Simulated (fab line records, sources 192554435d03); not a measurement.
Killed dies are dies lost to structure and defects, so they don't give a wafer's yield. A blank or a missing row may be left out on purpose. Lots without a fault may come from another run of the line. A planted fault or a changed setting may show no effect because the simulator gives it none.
fab line records | flow n5_finfet
record lots=5 wafers=15 last_day=18
route steps=1938 shown GATE_CUT@495 MOL_CONTACT_COAG@517 BEOL_M4@1111 PASSIVATION@1936
lots that met no fault: from a run of the same line without faults
start_h: hours from the record's first day to the start of the lot's first wafer shown | wait_h: hours since the lot's step before | " the same as in the row above | L1.1+2: a row that stands for several wafers | - no value, or no start given | * or withheld: withheld | < > ~ a bound
route shown NAME@n: a module of which the file shows steps, and the number in the route of the first | usual: mean/standard deviation of fault-free wafers | same: alike in all rows | chamber/n: place in a boat | sites: the reading at each site | _std_site: their standard deviation | _edge_site: outer sites' mean less inner sites' | radius_mm: how far each site lies from the wafer's centre | mask NAME#n: copy n | behind: the tool/chamber that last shaped the wafer | hold: why the lot was held/for how many hours/how that ended | device: the transistor (n, p or np) that didn't switch | end of line: the same wafers' tests at the end of the route | a step without rows: its recipe alone | killed: dies lost to structure and defects at the first sort, not the wafer's yield | map: a wafer's dies, x killed, . not, _ none there
set.NAME: the setting as run; set.NAME@STEP: as run at that earlier step | model.NAME: the simulator's own value behind a step, which no gauge read
lots at some steps of the route; a table a step, a row a wafer
services: from which hour (start_h, from the record's first day; less than 0 if before it) a tool's chamber was out of use, for how many hours, and why
## steps
# step N5_GATE_CUT_STRIP_39
# recipe chemistry=N2/H2 temp_c=40 n2_flow_sccm=200 h2_flow_sccm=200 rf_frequency_hz=6e+07
# step N5_GATE_CUT_HM_OPEN_40
# recipe chemistry=C4F6/O2 target=SiO2 mask_material=SiARC target_depth_a=1390 time_s=85.1 ion_energy_ev=250 pressure_mtorr=30 source_w=345 bias_w=185 Ar_flow_sccm=300 C4F6_flow_sccm=10 O2_flow_sccm=10 ends=cleared
# step N5_GATE_CUT_STRIP_41
# recipe chemistry=CF4 resist=SiARC power_w=300 bias_power_w=75 pressure_mtorr=50 cf4_flow_sccm=150 rf_frequency_hz=6e+07
# step N5_GATE_CUT_STRIP_42
# recipe chemistry=O2 power_w=400 temp_c=40 pressure_mtorr=30 rf_frequency_hz=6e+07 bias_power_w=0 overash_fraction=0.3 o2_flow_sccm=225
# step N5_GATE_CUT_ETCH_19
# recipe chemistry=CH3F/O2 target=SiNx mask_material=SiO2 target_depth_a=537 time_s=76.7 pressure_mtorr=30 source_w=395 bias_w=73 Ar_flow_sccm=150 CH3F_flow_sccm=30 O2_flow_sccm=20 ion_energy_ev=120 ends=cleared
# step N5_GATE_CUT_CUT_ETCH_53
# recipe chemistry=SF6/Cl2 target=W mask_material=SiO2 target_depth_a=792 pressure_mtorr=8 icp_w=900 bias_w=80 SF6_flow_sccm=40 Cl2_flow_sccm=60 ends=cleared
# step N5_GATE_CUT_CUT_ETCH_54
# recipe chemistry=Cl2/BCl3 target=TiN mask_material=SiO2 target_depth_a=967 pressure_mtorr=10 icp_w=1000 bias_w=126 Cl2_flow_sccm=53.25 bcl3_flow_sccm=21.75 Ar_flow_sccm=25 ends=cleared
# step N5_GATE_CUT_CUT_ETCH_55
# recipe chemistry=BCl3 target=HfO2 mask_material=SiO2 target_depth_a=32 ion_energy_ev=30 pressure_mtorr=5 icp_w=450 bias_w=18 bcl3_flow_sccm=80
# step N5_GATE_CUT_ETCH_47
# recipe chemistry=Cl2/BCl3 target=SiO2 target_depth_a=100 pressure_mtorr=10 icp_w=1000 bias_w=126 Cl2_flow_sccm=53.25 bcl3_flow_sccm=21.75 Ar_flow_sccm=25
# step N5_GATE_CUT_VAPOR_ETCH_48
# recipe chemistry=BCl3/Cl2 target=TiN mode=isotropic
# step N5_GATE_CUT_VAPOR_ETCH_49
# recipe chemistry=BCl3/Cl2 target=TiAlC mode=isotropic
# step N5_GATE_CUT_VAPOR_ETCH_51
# recipe chemistry=BCl3/Cl2 target=HfO2 mode=isotropic
# step N5_GATE_CUT_STRIP_21
# recipe chemistry=N2/H2 time_s=30 power_w=1000 temp_c=250 pressure_mtorr=withheld n2_flow_sccm=1750 h2_flow_sccm=3250
# usual drypump_motor_current_A=5.8/0.61 h2_flow_sccm=3250/9.6 heater_power_w=342/26 n2_flow_sccm=1750/5.2 temp_c=250.00/0.19
# columns lot.wafer tool chamber start_h wait_h drypump_motor_current_A h2_flow_sccm heater_power_w n2_flow_sccm rf_hours_counter_h temp_c
L428.1 plasma_asher-01 0 101.76 0.0 6.1 3254 321 1757 96 250.12
L428.2 " 1 " " 6.6 3234 332 1757 96 249.93
L428.5 " 0 " " 6.1 3240 328 1758 - 249.74
L442.2 plasma_asher-01 1 185.80 0.0 - - - - - -
L442.3 " 1 " " - - - - - -
L442.6 " 0 " " - - - - - -
L443.4 plasma_asher-01 0 192.80 0.7 - - - - - -
L443.5 " 0 " " - - - - - -
L443.6 " 1 " " - - - - - -
L444.1 plasma_asher-01 0 199.15 0.0 - - - - - -
L444.2 " 1 " " - - - - - -
L444.4 " 0 " " - - - - - -
L448.1 plasma_asher-02 0 228.04 0.0 5.7 3270 330 1755 61 250.09
L448.3 " 0 " " 5.7 3258 323 1754 - 250.14
L448.6 " 1 " " 5.0 3267 381 1755 - 250.14
# step N5_GATE_CUT_STRIP_29
# recipe chemistry=post_etch_residue_remover time_s=60 temp_c=25 remover_ph=withheld remover_water_wt_pct=withheld remover_fluoride_wt_pct=withheld
# step N5_GATE_CUT_SRD_52
# recipe dry=ipa_marangoni time_s=30 temp_c=23 rinse_liquid=diw
# step N5_GATE_CUT_ALD_22
# recipe material=SiNx target_thk_a=160 temp_c=400 ald_precursor_family=SiH2I2 ald_co_reactant=N2/H2-plasma pulse_time_s=1 ald_cycles=320 purge_time_s=2 co_reactant_purge_time_s=2 pressure_torr=2
# step N5_GATE_CUT_CMP_23
# recipe stop_on=SiO2 t_overpolish_s=23.4 post_cmp_clean=alkaline_brush down_force_psi=2.5 platen_rpm=51.8 pad_velocity_m_s=1.0307 target_thk_nm=16
# step N5_GATE_CUT_CMP_43
# recipe material=SiO2 post_cmp_clean=rinse_only
# step N5_GATE_CUT_CMP_61
# recipe stop_on=SiNx t_overpolish_s=3 post_cmp_clean=alkaline_brush down_force_psi=4 platen_rpm=27.09 pad_velocity_m_s=0.539
# step N5_MOL_CONTACT_COAG_COAT_103
# recipe resist=SOC temp_c=250 time_s=60 spin_rpm=1500 resist_thk_nm=80
# step N5_MOL_CONTACT_COAG_COAT_104
# recipe resist=SiARC temp_c=220 time_s=60 spin_rpm=1500 resist_thk_nm=12
# step N5_MOL_CONTACT_COAG_COAT_58
# recipe resist=underlayer temp_c=205 time_s=60 spin_rpm=1500 resist_thk_nm=10
# step N5_MOL_CONTACT_COAG_COAT_02
# recipe resist=CAR-EUV spin_rpm=1500 resist_thk_nm=30
# step N5_MOL_CONTACT_COAG_EBR_04
# recipe solvent=PGMEA ebr_width_mm=1.5
# step N5_MOL_CONTACT_COAG_SOFTBAKE_03
# recipe temp_c=110 time_s=60 resist=CAR-EUV
# step N5_MOL_CONTACT_COAG_EXPOSE_05
# recipe mask_id=CA na=0.33 source_shape=annular sigma_inner=0.4 sigma_outer=0.8 polarization=unpolarized defocus_nm=0 dose_mj=38.25
# step N5_MOL_CONTACT_COAG_PEB_06
# recipe peb_temp_c=100 peb_time_s=60 resist=CAR-EUV
# step N5_MOL_CONTACT_COAG_DEVELOP_07
# recipe develop_time_s=30 developer=TMAH resist=CAR-EUV rinse_liquid=surfactant_rinse dry=air_spin dev_temp_c=23
# step N5_MOL_CONTACT_COAG_DESCUM_13
# recipe chemistry=O2 time_s=7 source_power_w=50 bias_power_w=20 pressure_mtorr=20 rf_frequency_hz=2.712e+07 temp_c=40 resist=CAR-EUV o2_flow_sccm=225
# step N5_MOL_CONTACT_COAG_ETCH_59
# recipe chemistry=N2/H2 target=underlayer target_depth_a=130 mask_material=CAR-EUV time_s=10.4 ion_energy_ev=200 pressure_mtorr=30 source_w=840 bias_w=150 n2_flow_sccm=200 h2_flow_sccm=200 ends=cleared
# step N5_MOL_CONTACT_COAG_ETCH_105
# recipe chemistry=CF4 target=SiARC target_depth_a=156 mask_material=CAR-EUV time_s=26 ion_energy_ev=80 pressure_mtorr=40 source_w=545 bias_w=36 Ar_flow_sccm=100 cf4_flow_sccm=100 ends=cleared
# step N5_MOL_CONTACT_COAG_ETCH_106
# recipe chemistry=N2/H2 target=SOC target_depth_a=800 overetch_a=160 mask_material=SiARC temp_c=40 time_s=120 ion_energy_ev=200 pressure_mtorr=30 source_w=840 bias_w=150 n2_flow_sccm=200 h2_flow_sccm=200
# step N5_MOL_CONTACT_COAG_STRIP_107
# recipe chemistry=N2/H2 temp_c=40 n2_flow_sccm=200 h2_flow_sccm=200 rf_frequency_hz=6e+07
# step N5_MOL_CONTACT_COAG_STRIP_108
# recipe chemistry=N2/H2 temp_c=40 n2_flow_sccm=200 h2_flow_sccm=200 rf_frequency_hz=6e+07
# step N5_MOL_CONTACT_COAG_CONTACT_ETCH_14
# recipe chemistry=C4F6/O2 target=SiO2 target_depth_a=275 overetch_a=85 mask_material=SOC pressure_mtorr=30 source_w=370 bias_w=185 Ar_flow_sccm=300 C4F6_flow_sccm=16 O2_flow_sccm=10 time_s=20 ion_energy_ev=259.6
# step N5_MOL_CONTACT_COAG_STRIP_109
# recipe chemistry=C4F6/O2 resist=SiARC rf_frequency_hz=6e+07
# step N5_BEOL_M4_RC_MEAS_101
# usual DIBL_N=36.4/1.4 DIBL_P=36.3/1.8 IOFF_N=0.163/0.024 IOFF_P=0.21/0.034 ION_N=673/11 ION_P=461/7.4 SS_N=71.6/0.52 SS_P=73.3/0.58 VT_N=249.4/2.5 VT_P=-250/3.5
# columns lot.wafer tool chamber start_h wait_h DIBL_N[mV/V] DIBL_P[mV/V] IOFF_N[nA/um] IOFF_P[nA/um] ION_N[uA/um] ION_P[uA/um] SS_N[mV/dec] SS_P[mV/dec] VT_N[mV] VT_P[mV]
L428.1 prober-02 0 185.89 0.0 35.0 34.8 0.139 0.17 670 451 70.5 72.4 250.9 -254
L428.2 " 0 " " 37.5 38.6 0.190 0.22 685 464 71.5 73.7 244.7 -250
L428.5 " 0 " " 37.7 38.4 0.194 0.22 670 456 72.1 73.8 245.4 -251
L443.4 prober-01 0 262.71 0.5 36.8 36.5 0.158 0.19 669 453 71.3 73.4 252.7 -253
L443.5 " 0 " " 37.0 36.5 0.169 0.20 677 458 71.7 73.2 247.5 -253
L443.6 " 0 " " 35.5 34.9 0.144 0.18 667 452 71.0 73.3 249.9 -255
L442.2 prober-01 0 266.76 0.2 35.9 36.8 0.161 0.21 685 467 71.5 73.3 248.3 -249
L442.3 " 0 " " 35.8 36.6 0.169 0.20 693 466 70.8 72.5 246.7 -248
L442.6 " 0 " " 35.4 35.5 0.153 0.19 673 458 70.7 72.3 248.1 -251
L444.1 prober-02 0 283.19 0.0 37.8 37.7 0.169 0.22 681 460 71.9 73.9 251.2 -252
L444.2 " 0 " " 37.1 37.0 0.157 0.20 681 460 71.5 73.7 251.3 -251
L444.4 " 0 " " 35.8 35.7 0.136 0.18 669 460 70.8 73.6 252.2 -252
L448.1 prober-01 0 305.94 0.0 40.2 38.5 0.211 0.29 689 475 72.2 73.4 247.9 -243
L448.3 " 0 " " 39.1 37.0 0.180 0.26 666 461 72.6 73.1 249.2 -245
L448.6 " 0 " " 40.0 37.8 0.204 0.29 683 471 72.2 74.0 246.8 -245
# step N5_PASSIVATION_PROBE_49
# usual defect_limited_yield=91.4/1.6 killed_at_M0_to_M3=34/12 killed_at_M4_up=13/5.2 killed_at_contacts=11/5.5 killed_at_front_end=40/13 killed_at_other=3.4/2.7 killed_dies=102/19 killed_open=66/15 killed_short=33/7.9 sort_bin_5_function=5.1/1.1 sort_bin_6_memory=3.2/0.7 sort_n_pass=1078/19 sort_yield_pct=91.4/1.6
# same gross_dies=1180 killed_at_back_side=0 sort_bin_4_leakage[%]=0 sort_bin_8_speed[%]=0
# columns lot.wafer tool chamber start_h wait_h defect_limited_yield[%] killed_at_M0_to_M3 killed_at_M4_up killed_at_contacts killed_at_front_end killed_at_other killed_dies killed_open killed_short sort_bin_5_function[%] sort_bin_6_memory[%] sort_n_pass sort_yield_pct[%]
L442.2 prober-01 - 370.70 0.1 87.7 27 13 3 101 1 145 94 51 7.3 4.7 1035 87.7
L442.3 prober-01 - 370.75 0.1 85.3 33 12 7 119 2 173 103 69 8.9 5.1 1007 85.3
L442.6 prober-01 - 370.90 0.3 84.0 39 16 13 121 0 189 128 61 10.8 4.8 991 84.0
L443.4 prober-02 - 382.23 0.2 89.6 14 13 20 76 0 123 71 52 5.9 3.6 1057 89.6
L443.5 prober-02 - 382.28 0.2 87.5 21 11 22 93 0 147 85 62 7.1 4.9 1033 87.5
L443.6 prober-02 - 382.33 0.3 89.3 16 12 5 91 2 126 85 40 5.8 4.6 1054 89.3
L444.1 prober-02 - 398.27 0.0 83.6 36 9 19 128 2 194 119 73 10.1 5.9 986 83.6
L444.2 prober-02 - 398.32 0.1 85.4 44 16 8 104 0 172 107 64 8.7 5.5 1008 85.4
L444.4 prober-02 - 398.42 0.2 85.4 55 15 10 88 4 172 95 72 8.1 5.5 1008 85.4
# killed by level:class
L442.2 GATE_CUT:geometric_particle:open=38 GATE_CUT:geometric_particle:short=27 FIN_SAQP:geometric_particle:open=15 FIN_SAQP:geometric_particle:short=8 BEOL_M2:geometric_particle:open=8 BEOL_M0_SAQP:geometric_particle:short=4 BEOL_M0_SAQP:geometric_particle:open=4 BEOL_M0:geometric_particle:open=4
L442.3 GATE_CUT:geometric_particle:open=26 FIN_SAQP:geometric_particle:short=23 GATE_CUT:geometric_particle:short=19 STI_FIN_REVEAL:geometric_particle:open=18 FIN_SAQP:geometric_particle:open=12 BEOL_M0_SAQP:geometric_particle:open=8 BEOL_M3:geometric_particle:open=8 MOL_CONTACT_COAG:geometric_particle:open=6
L442.6 GATE_CUT:geometric_particle:open=41 GATE_CUT:geometric_particle:short=34 FIN_SAQP:geometric_particle:open=16 FIN_SAQP:geometric_particle:short=12 BEOL_M0_SAQP:geometric_particle:open=12 MOL_CONTACT_COAG:geometric_particle:open=11 STI_FIN_REVEAL:geometric_particle:open=7 BEOL_M1:geometric_particle:open=7
L443.4 GATE_CUT:geometric_particle:short=23 GATE_CUT:geometric_particle:open=22 MOL_CONTACT_COAG:geometric_particle:open=15 FIN_SAQP:geometric_particle:open=9 FIN_SAQP:geometric_particle:short=7 STI_FIN_REVEAL:geometric_particle:open=6 MOL_CONTACT_COAG:geometric_particle:short=5 BEOL_M0_SAQP:geometric_particle:short=5
L443.5 GATE_CUT:geometric_particle:open=28 GATE_CUT:geometric_particle:short=26 MOL_CONTACT_COAG:geometric_particle:open=17 FIN_SAQP:geometric_particle:short=12 STI_FIN_REVEAL:geometric_particle:open=6 FIN_SAQP:geometric_particle:open=5 BEOL_M0_SAQP:geometric_particle:open=5 MOL_CONTACT_COAG:geometric_particle:short=5
L443.6 GATE_CUT:geometric_particle:open=32 GATE_CUT:geometric_particle:short=24 FIN_SAQP:geometric_particle:open=15 FIN_SAQP:geometric_particle:short=8 BEOL_M0_SAQP:geometric_particle:open=8 MOL_CONTACT_COAG:geometric_particle:open=5 DUMMY_GATE:geometric_particle:open=3 STARTING-WAFER:geometric_particle:open=3
L444.1 GATE_CUT:geometric_particle:open=36 GATE_CUT:geometric_particle:short=33 FIN_SAQP:geometric_particle:open=16 STI_FIN_REVEAL:geometric_particle:open=15 MOL_CONTACT_COAG:geometric_particle:open=13 FIN_SAQP:geometric_particle:short=11 BEOL_M1:geometric_particle:open=8 BEOL_M0_SAQP:geometric_particle:open=7
L444.2 GATE_CUT:geometric_particle:short=29 STI_FIN_REVEAL:geometric_particle:open=23 GATE_CUT:geometric_particle:open=21 BEOL_M0_SAQP:geometric_particle:short=11 BEOL_M1:geometric_particle:open=11 BEOL_M4:geometric_particle:open=9 BEOL_M0_SAQP:geometric_particle:open=9 STI_FIN_REVEAL:geometric_particle:short=7
L444.4 GATE_CUT:geometric_particle:short=32 GATE_CUT:geometric_particle:open=24 BEOL_M0_SAQP:geometric_particle:short=19 BEOL_M0_SAQP:geometric_particle:open=15 STI_FIN_REVEAL:geometric_particle:open=9 MOL_CONTACT_COAG:geometric_particle:open=8 FIN_SAQP:geometric_particle:open=6 DUMMY_GATE:geometric_particle:open=6
# map L442.6 (x killed, . not)
_________________.....x......________________
______________..........x......._____________
___________..x....x.....xx.......x.__________
__________.xx.x.x.x....x............_________
________..............x.....x....x...._______
_______.......x.x.x.....x.............x______
______.x....xxx.....x.x.....x..........._____
_____..x....x...x....x.x......x..........____
____...xx..................x.....x......x.___
___...xx...x.........x..........x..........__
___x.......xx..x.........x.x....xx......xx.__
__.....x..x.......xx.....x..............x..._
__....x.x.....xx.........xx...x..........xx._
_x................x..x......................x
_....x.x...x...x.........................x...
_.x.xx...x...x..........x..xx.x....x...x.....
_..........x.....x.......xx......x....x..x..x
_x....x..x.....x...........x.........x.x.x...
_x..........................x....x...........
_x...x...x.....x......x...x.........x.....x..
_.xx...xx......x..x.......x...xx.x.x....x.x..
__.........xx.............x................._
__...x.........x.xxx....x.........x........._
___..........x.............x....x..........__
___....x............xx.x........x..........__
____...x....xx.x.........x...........x.x.x___
_____.x......xx.......xx.......x.....x...____
______...........x...x........x......x.._____
_______..x.x..x..x...x.......xx........______
________..x.............x...........x._______
__________.....x...x.x.......x......_________
___________.....x...............x..__________
______________..x....x.x....x..._____________
_________________..x..x.....x________________
# map L443.5 (x killed, . not)
_________________............________________
______________x.....x....xx....._____________
___________...x.xx.............x...__________
__________....x..............x.....x_________
________....x..................x......_______
_______....xx.......x........x.......x.______
______..xx.............x..x....x.......x_____
_____....x.....x...............x.x.......____
____..x....x...............x.......x..x...___
___..x.....x............x.x..........x.....__
___x..........x................x...x.......__
__.x....................x..xx..........x...._
__....x........x....x....x.................._
_...........x............x..x.........xx.....
_x............x...xx..x.x..............x.....
_x.x.x.x.x..x..............xx.......x........
_..........x......x.............xx........x..
_...........x......xx........x......x........
_.....x.......x.......x....xx................
_.......x..x...................x......xx...x.
_.xx...........xx.............xx.........x...
__..x..........x.x.......x.............x...._
__........xx....x............x.........x...x_
___.................................x.....x__
___.....x....x........x....................__
____..x..........x............x...x....x..___
_____..x.x...x.x..x......................____
______.............x.........x......x..._____
_______...x...x........x...x..x.....x..______
________.......x....x................._______
__________...x.....x................_________
___________.........xx.............__________
______________..x...x..........x_____________
_________________.x.x.......x________________
## services
# columns tool chamber start_h hours kind
plasma_asher-02 - 106.61 13.5 repair
plasma_asher-01 - 135.25 28.1 pm
plasma_asher-02 - 184.37 34.4 repair
## key
first_sign step=N5_GATE_CUT_STRIP_21 reading=tool_record direction=missing
effect step=N5_PASSIVATION_PROBE_49 reading=killed_at_front_end direction=up sigmas=5 usual=40 struck=102
more_kills_born_at N5_GATE_CUT_STRIP_21@plasma_asher-01=482
met_at N5_GATE_CUT_STRIP_21
struck_wafers L442.2,L442.3,L442.6,L443.4,L443.5,L443.6,L444.1,L444.2,L444.4
onset_between 101.76 185.80
fault kind=skipped_step_whole tool=plasma_asher-01 chamber=- onset_h=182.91 steps=N5_GATE_CUT_STRIP_21 scope=struck_lots_only
